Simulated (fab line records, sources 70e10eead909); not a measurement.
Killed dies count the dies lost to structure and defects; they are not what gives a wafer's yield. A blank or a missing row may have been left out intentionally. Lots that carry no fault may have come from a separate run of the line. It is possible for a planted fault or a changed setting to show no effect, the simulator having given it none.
fab line records | flow nandHarc
record lots=12 | wafers=36 | lastDay=33
route steps=1302 shown P_ZERO_WELL@56 P_STI@100 P_GATE@146
lots that met no fault: taken from a fault-free run of the same line
startH: hours from the record's first day to the start of the lot's first wafer shown | waitH: hours since the lot's step before | " same as the row above | L1.1+2: a single row standing in for several wafers | - no value, or no start was given | * or withheld: withheld | < > ~ a bound
route shown NAME@n: a module of which the file shows steps, and the number in the route of the first | usual: mean/standard deviation taken from wafers without a fault | same: alike in all rows | chamber/n: place in a boat | sites: each site's reading | _std_site: the standard deviation of these | _edge_site: outer sites' mean less inner sites' | radiusMm: how far each site lies from the wafer's centre | mask NAME#n: copy n | behind: the last tool/chamber to shape the wafer | hold: reason for holding the lot/hours on hold/outcome of the hold | device: which transistor (n, p or np) failed to switch | end of line: tests of these same wafers at the route's end | for a step that has no rows: nothing shown but its recipe | killed: count of dies lost to structure and defects at first sort (not the wafer's yield) | map: per-die view of a wafer (x killed, . not killed, _ where there is no die)
set.NAME: the setting that was run; set.NAME@STEP: the one run at that earlier step | model.NAME: the simulator's own value behind a step, which no gauge read
the route's steps for a sample of lots (tables are steps, rows are wafers)
services: from which hour (startH, from the record's first day; less than 0 if before it) a tool's chamber was out of use, for how many hours, and why
## steps
# step NHARC_P_ZERO_WELL_EXPOSE_49
# recipe na=0.6 | targetCdNm=2000 | doseMj=22.64 | maskId=P_HVPW
lot.wafer  | tool          | chamber | startH | waitH | mask
L249.1+2+3 | krfScanner-04 | 0       | 35.65  | -     | P_HVPW#0
L253.2+4+5 | krfScanner-01 | 0       | 76.65  | -     | P_HVPW#0
L258.3+4+5 | krfScanner-03 | 0       | 125.65 | -     | P_HVPW#0
L259.1+5+6 | krfScanner-03 | 0       | 135.35 | -     | P_HVPW#0
L262.1+2+4 | krfScanner-04 | 0       | 165.48 | -     | P_HVPW#0
L265.1+4+6 | krfScanner-03 | 0       | 195.46 | -     | P_HVPW#0
L266.4+5+6 | krfScanner-01 | 0       | 205.70 | -     | P_HVPW#0
L267.1+5+6 | krfScanner-03 | 0       | 215.45 | -     | P_HVPW#0
L268.1+4+5 | krfScanner-04 | 0       | 225.76 | -     | P_HVPW#0
L269.1+2+4 | krfScanner-04 | 0       | 235.58 | -     | P_HVPW#0
L270.2+4+6 | krfScanner-01 | 0       | 245.63 | -     | P_HVPW#0
L271.2+5+6 | krfScanner-03 | 0       | 255.78 | -     | P_HVPW#0
# step NHARC_P_ZERO_WELL_CD_MEAS_52
# recipe targetCdNm=2000 | landingEnergyEv=500
# usual cdNm=1999.6/1.3
lot.wafer | tool     | chamber | startH | waitH | cdNm
L249.1    | cdSem-02 | 0       | 35.81  | -     | 2000.4
L249.2    | "        | 0       | "      | "     | 1999.9
L249.3    | "        | 0       | "      | "     | 1999.8
L253.2    | cdSem-01 | 0       | 76.80  | -     | 2001.8
L253.4    | "        | 0       | "      | "     | 1998.9
L253.5    | "        | 0       | "      | "     | 2000.4
L258.3    | cdSem-02 | 0       | 125.79 | -     | 1999.5
L258.4    | "        | 0       | "      | "     | 2021.0
L258.5    | "        | 0       | "      | "     | 2000.6
L259.1    | cdSem-01 | 0       | 135.50 | -     | 2018.8
L259.5    | "        | 0       | "      | "     | 1999.4
L259.6    | "        | 0       | "      | "     | 1999.5
L262.1    | cdSem-03 | 0       | 165.64 | -     | 1997.8
L262.2    | "        | 0       | "      | "     | 1999.7
L262.4    | "        | 0       | "      | "     | 1998.5
L265.1    | cdSem-01 | 0       | 195.61 | -     | 1999.3
L265.4    | "        | 0       | "      | "     | 1999.2
L265.6    | "        | 0       | "      | "     | 2000.5
L266.4    | cdSem-01 | 0       | 205.84 | -     | 2002.2
L266.5    | "        | 0       | "      | "     | 2001.4
L266.6    | "        | 0       | "      | "     | 2001.0
L267.1    | cdSem-02 | 0       | 215.60 | -     | 2000.0
L267.5    | "        | 0       | "      | "     | 1999.2
L267.6    | "        | 0       | "      | "     | 1999.2
L268.1    | cdSem-02 | 0       | 225.91 | -     | 2000.2
L268.4    | "        | 0       | "      | "     | 1998.7
L268.5    | "        | 0       | "      | "     | 2001.2
L269.1    | cdSem-03 | 0       | 235.74 | -     | 2000.8
L269.2    | "        | 0       | "      | "     | 2002.5
L269.4    | "        | 0       | "      | "     | 2000.2
L270.2    | cdSem-03 | 0       | 245.78 | -     | 2001.5
L270.4    | "        | 0       | "      | "     | 2001.9
L270.6    | "        | 0       | "      | "     | 2000.5
L271.2    | cdSem-02 | 0       | 255.93 | -     | 2000.0
L271.5    | "        | 0       | "      | "     | 1998.4
L271.6    | "        | 0       | "      | "     | 1999.2
# step NHARC_P_ZERO_WELL_INSPECT_43
# usual rawDefectCount=13/6.3
lot.wafer | tool             | chamber | startH | waitH | rawDefectCount
L249.1    | defectInspect-01 | -       | 37.63  | 0.6   | 30
L249.2    | "                | -       | "      | "     | 11
L249.3    | "                | -       | "      | "     | 15
L253.2    | defectInspect-02 | -       | 78.64  | 0.5   | 13
L253.4    | "                | -       | "      | "     | 11
L253.5    | "                | -       | "      | "     | 9
L258.3    | defectInspect-01 | -       | 127.61 | 0.4   | 17
L258.4    | "                | -       | "      | "     | 12
L258.5    | "                | -       | "      | "     | 8
L259.1    | defectInspect-01 | -       | 137.34 | 0.6   | 20
L259.5    | "                | -       | "      | "     | 18
L259.6    | "                | -       | "      | "     | 27
L262.1    | defectInspect-01 | -       | 170.08 | 0.6   | 6
L262.2    | "                | -       | "      | "     | 22
L262.4    | "                | -       | "      | "     | 4
L265.1    | defectInspect-01 | -       | 197.42 | 0.6   | 32
L265.4    | "                | -       | "      | "     | 24
L265.6    | "                | -       | "      | "     | 15
L266.4    | defectInspect-02 | -       | 208.15 | 0.2   | 7
L266.5    | "                | -       | "      | "     | 8
L266.6    | "                | -       | "      | "     | 11
L267.1    | defectInspect-02 | -       | 217.41 | 0.6   | 13
L267.5    | "                | -       | "      | "     | 11
L267.6    | "                | -       | "      | "     | 6
L268.1    | defectInspect-01 | -       | 227.88 | 0.6   | 6
L268.4    | "                | -       | "      | "     | 13
L268.5    | "                | -       | "      | "     | 14
L269.1    | defectInspect-01 | -       | 237.58 | 0.6   | 10
L269.2    | "                | -       | "      | "     | 8
L269.4    | "                | -       | "      | "     | 28
L270.2    | defectInspect-01 | -       | 247.60 | 0.5   | 8
L270.4    | "                | -       | "      | "     | 9
L270.6    | "                | -       | "      | "     | 15
L271.2    | defectInspect-02 | -       | 257.75 | 0.5   | 15
L271.5    | "                | -       | "      | "     | 11
L271.6    | "                | -       | "      | "     | 19
# step NHARC_P_STI_CMP_21
# recipe tOverpolishS=20 | targetThkNm=380.67
# usual edgeZonePressureFrac=1.000/0.0054 | motorCurrentA=11.9/0.95 | overpolishRunS=19.999/0.0092
# same tOverpolishS=20
lot.wafer | tool   | chamber | startH | waitH | edgeZonePressureFrac | motorCurrentA | overpolishRunS
L249.1    | cmp-02 | 1       | 72.76  | 0.4   | 1.000                | 10.6          | 19.998
L249.3    | "      | 2       | "      | "     | 1.000                | 11.7          | 20.003
L249.2    | "      | 3       | "      | "     | 1.003                | 10.5          | 19.990
L253.2    | cmp-03 | 0       | 112.08 | 0.4   | 0.998                | 11.7          | 20.004
L253.4    | "      | 2       | "      | "     | 0.992                | 13.5          | 20.007
L253.5    | "      | 0       | "      | "     | 0.997                | 10.9          | 20.007
L258.3    | cmp-02 | 0       | 158.76 | 0.4   | 1.006                | 13.2          | 20.000
L258.4    | "      | 1       | "      | "     | 1.007                | 10.4          | 19.988
L258.5    | "      | 0       | "      | "     | 1.009                | 12.4          | 19.983
L259.1    | cmp-01 | 2       | 171.95 | 0.4   | 1.004                | 11.2          | 19.993
L259.5    | "      | 2       | "      | "     | 1.000                | 11.5          | 20.007
L259.6    | "      | 3       | "      | "     | 0.994                | 11.9          | 19.990
L262.4    | cmp-01 | 1       | 207.32 | 0.4   | 0.999                | 12.1          | 20.006
L262.1    | "      | 2       | "      | "     | 1.009                | 11.3          | 20.006
L262.2    | "      | 3       | "      | "     | 1.003                | 12.5          | 19.972
L265.1    | cmp-01 | 3       | 232.92 | 0.4   | 0.999                | 12.6          | 20.016
L265.4    | "      | 0       | "      | "     | 0.997                | 11.6          | 20.012
L265.6    | "      | 0       | "      | "     | 0.997                | 12.2          | 19.987
L266.4    | cmp-02 | 0       | 248.47 | 0.4   | 1.002                | 12.9          | 20.004
L266.5    | "      | 0       | "      | "     | 1.003                | 12.9          | 20.008
L266.6    | "      | 1       | "      | "     | 1.006                | 10.7          | 20.010
L267.1    | cmp-02 | 2       | 253.43 | 0.4   | 0.993                | 11.6          | 19.999
L267.5    | "      | 1       | "      | "     | 1.005                | 10.8          | 19.997
L267.6    | "      | 2       | "      | "     | 1.007                | 12.2          | 19.999
L268.4    | cmp-03 | 3       | 266.36 | 0.4   | 1.004                | 13.3          | 20.008
L268.1    | "      | 1       | "      | "     | 1.003                | 13.2          | 19.986
L268.5    | "      | 0       | "      | "     | 1.002                | 11.8          | 19.996
L269.4    | cmp-02 | 2       | 274.12 | 0.4   | 0.995                | 11.6          | 19.984
L269.1    | "      | 3       | "      | "     | 1.003                | 10.0          | 19.996
L269.2    | "      | 1       | "      | "     | 1.005                | 10.5          | 19.998
L270.2    | cmp-03 | 2       | 289.34 | 0.4   | 0.999                | 12.9          | 19.983
L270.4    | "      | 3       | "      | "     | 1.017                | 13.4          | 19.984
L270.6    | "      | 1       | "      | "     | 0.998                | 13.4          | 20.002
L271.2    | cmp-02 | 1       | 293.90 | 0.4   | 1.006                | 11.0          | 20.011
L271.6    | "      | 2       | "      | "     | 1.001                | 11.4          | 20.005
L271.5    | "      | 3       | "      | "     | 1.001                | 10.5          | 20.005
# step NHARC_P_GATE_HM_OPEN_105
# recipe targetDepthA=3600 | o2FlowSccm=400 | cosFlowSccm=20 | arFlowSccm=0 | rfW=500 | biasW=300 | chemistry=O2/COS
# usual drypumpMotorCurrentA=5.6/0.3 | o2FlowSccm=400.0/1.2 | oesProductAu=1.001/0.0073 | rfVppV=468.2/2.9 | showerheadPlenumPTorr=3.17/0.12 | throttleValvePct=28.331/0.0094
lot.wafer | tool       | chamber | startH | waitH | drypumpMotorCurrentA | o2FlowSccm | oesProductAu | rfHoursCounterH | rfVppV | showerheadPlenumPTorr | throttleValvePct
L249.2    | rieDiel-02 | 1       | -      | -     | 5.6                  | 399.4      | 0.992        | 4               | 469.1  | 3.23                  | 28.337
L249.3    | "          | 3       | "      | "     | 5.2                  | 400.1      | 0.995        | 4               | 470.8  | 3.27                  | 28.345
L249.1    | "          | 0       | "      | "     | 5.5                  | 398.8      | 0.997        | 4               | 471.7  | 3.26                  | 28.335
L253.4    | rieDiel-12 | 0       | -      | -     | 5.3                  | 400.4      | 1.006        | 1               | 470.5  | 3.24                  | 28.312
L253.2    | "          | 1       | "      | "     | 6.1                  | 403.1      | 1.013        | 2               | 468.0  | 3.17                  | 28.333
L253.5    | "          | 0       | "      | "     | 5.3                  | 399.4      | 0.992        | -               | 470.2  | 3.24                  | 28.330
L258.3    | rieDiel-02 | 0       | -      | -     | 5.5                  | 398.2      | 1.003        | 9               | 470.2  | 3.26                  | 28.344
L258.4    | "          | 1       | "      | "     | 5.6                  | 399.8      | 0.999        | 11              | 469.7  | 3.23                  | 28.330
L258.5    | "          | 2       | "      | "     | 5.9                  | 400.2      | 0.992        | -               | 464.1  | 2.93                  | 28.360
L259.1    | rieDiel-02 | 2       | -      | -     | 5.9                  | 399.9      | 1.012        | 10              | 462.5  | 2.93                  | 28.331
L259.5    | "          | 2       | "      | "     | 5.9                  | 400.0      | 1.007        | -               | 464.5  | 2.93                  | 28.332
L259.6    | "          | 3       | "      | "     | 5.1                  | 401.5      | 1.014        | -               | 469.5  | 3.27                  | 28.328
L262.2    | rieDiel-12 | 2       | -      | -     | 5.4                  | 401.1      | 0.999        | 7               | 469.1  | 3.21                  | 28.324
L262.1    | "          | 3       | "      | "     | 5.3                  | 400.1      | 0.987        | 8               | 470.7  | 3.31                  | 28.333
L262.4    | "          | 0       | "      | "     | 5.3                  | 398.9      | 1.001        | 10              | 468.5  | 3.24                  | 28.314
L265.4    | rieDiel-12 | 1       | -      | -     | 6.1                  | 401.6      | 1.006        | 9               | 467.8  | 3.17                  | 28.340
L265.1    | "          | 2       | "      | "     | 5.4                  | 399.8      | 1.011        | 8               | 468.1  | 3.21                  | 28.350
L265.6    | "          | 0       | "      | "     | 5.3                  | 400.4      | 1.002        | -               | 471.0  | 3.24                  | 28.326
L267.1    | rieDiel-02 | 0       | -      | -     | 5.5                  | 399.9      | 1.004        | 5               | 470.7  | 3.26                  | 28.334
L267.6    | "          | 0       | "      | "     | 5.5                  | 399.5      | 1.011        | -               | 470.5  | 3.26                  | 28.318
L267.5    | "          | 1       | "      | "     | 5.7                  | 399.4      | 0.988        | -               | 467.0  | 3.22                  | 28.340
L266.4    | rieDiel-10 | 1       | -      | -     | 5.9                  | 397.2      | 1.008        | 1               | 464.1  | 3.02                  | 28.330
L266.5    | "          | 3       | "      | "     | 5.6                  | 399.3      | 1.002        | -               | 462.7  | 2.96                  | 28.327
L266.6    | "          | 0       | "      | "     | 5.9                  | 398.4      | 1.006        | -               | 468.8  | 3.18                  | 28.351
L268.4    | rieDiel-12 | 3       | -      | -     | 5.3                  | 399.9      | 1.007        | 1               | 470.4  | 3.30                  | 28.332
L268.1    | "          | 1       | "      | "     | 6.1                  | 402.7      | 1.011        | 1               | 468.8  | 3.17                  | 28.336
L268.5    | "          | 3       | "      | "     | 5.3                  | 399.3      | 1.012        | -               | 470.7  | 3.30                  | 28.348
L269.4    | rieDiel-02 | 0       | -      | -     | 5.5                  | 399.8      | 1.007        | 7               | 470.5  | 3.26                  | 28.341
L269.1    | "          | 1       | "      | "     | 5.6                  | 399.2      | 0.992        | 7               | 469.1  | 3.22                  | 28.337
L269.2    | "          | 2       | "      | "     | 5.9                  | 400.5      | 1.008        | 6               | 463.2  | 2.93                  | 28.352
L271.2    | rieDiel-02 | 1       | -      | -     | 5.6                  | 399.1      | 0.997        | 7               | 470.3  | 3.22                  | 28.333
L271.6    | "          | 2       | "      | "     | 5.9                  | 400.7      | 1.011        | -               | 462.7  | 2.93                  | 28.332
L271.5    | "          | 3       | "      | "     | 5.1                  | 400.9      | 1.001        | -               | 468.9  | 3.26                  | 28.333
L270.4    | rieDiel-12 | 3       | -      | -     | 5.3                  | 400.8      | 1.002        | 3               | 472.5  | 3.30                  | 28.330
L270.2    | "          | 1       | "      | "     | 6.1                  | 399.7      | 1.000        | 2               | 469.1  | 3.16                  | 28.339
L270.6    | "          | 3       | "      | "     | 5.3                  | 401.5      | 0.998        | -               | 471.1  | 3.30                  | 28.317
## services
tool          | chamber | startH | hours | kind
cmp-02        | -       | 22.68  | 4.9   | repair
cmp-02        | -       | 29.20  | 0.8   | repair
cmp-02        | -       | 36.50  | 4.0   | pm
rieDiel-02    | -       | 39.70  | 9.0   | pm
krfScanner-03 | -       | 39.83  | 0.7   | repair
rieDiel-02    | 2       | 50.47  | 7.7   | repair
krfScanner-03 | -       | 52.00  | 4.0   | pm
cmp-02        | -       | 66.12  | 1.6   | repair
krfScanner-03 | -       | 69.38  | 13.1  | repair
rieDiel-12    | 2       | 74.02  | 5.3   | repair
rieDiel-12    | -       | 91.46  | 9.0   | pm
rieDiel-12    | 0       | 104.03 | 7.6   | repair
krfScanner-03 | -       | 105.79 | 3.2   | repair
cmp-02        | -       | 131.62 | 3.0   | repair
cmp-02        | -       | 134.67 | 4.0   | pm
cmp-02        | -       | 167.19 | 2.0   | repair
rieDiel-12    | 3       | 182.55 | 2.5   | repair
rieDiel-02    | 0       | 184.27 | 3.9   | repair
cmp-02        | -       | 190.03 | 1.0   | repair
cmp-02        | -       | 204.19 | 0.5   | repair
rieDiel-02    | -       | 216.70 | 9.0   | pm
cmp-02        | -       | 232.80 | 4.0   | pm
cmp-02        | -       | 281.56 | 4.0   | repair
rieDiel-02    | 1       | 316.32 | 2.1   | repair
## key
firstSign step=NHARC_P_ZERO_WELL_CD_MEAS_52 | reading=cdNm | direction=up | sigmas=15 | usual=1999.6 | struck=2019.9
effect none on later readings
metAt NHARC_P_ZERO_WELL_EXPOSE_49
struckLots L258,L259
struckWafers L258.4,L259.1
testerLeftOut L258,L259
notActingAt NHARC_P_ZERO_WELL_INSPECT_43,NHARC_P_STI_CMP_21,NHARC_P_GATE_HM_OPEN_105
fault kind=processParameterDrift | tool=krfScanner-03 | chamber=- | onsetH=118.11 | steps=NHARC_P_ZERO_WELL_EXPOSE_49 | channel=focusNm | offset=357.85 | shape=step | endH=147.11 | scope=struckWafersOnly
# testerLeftOut: of these lots the tester's yield and bins aren't shown, on N5 and GAA mostly nor the transistor test; their killed dies are dies lost to structure and defects alone, not to doping, threshold or leakage, so they don't give the yield
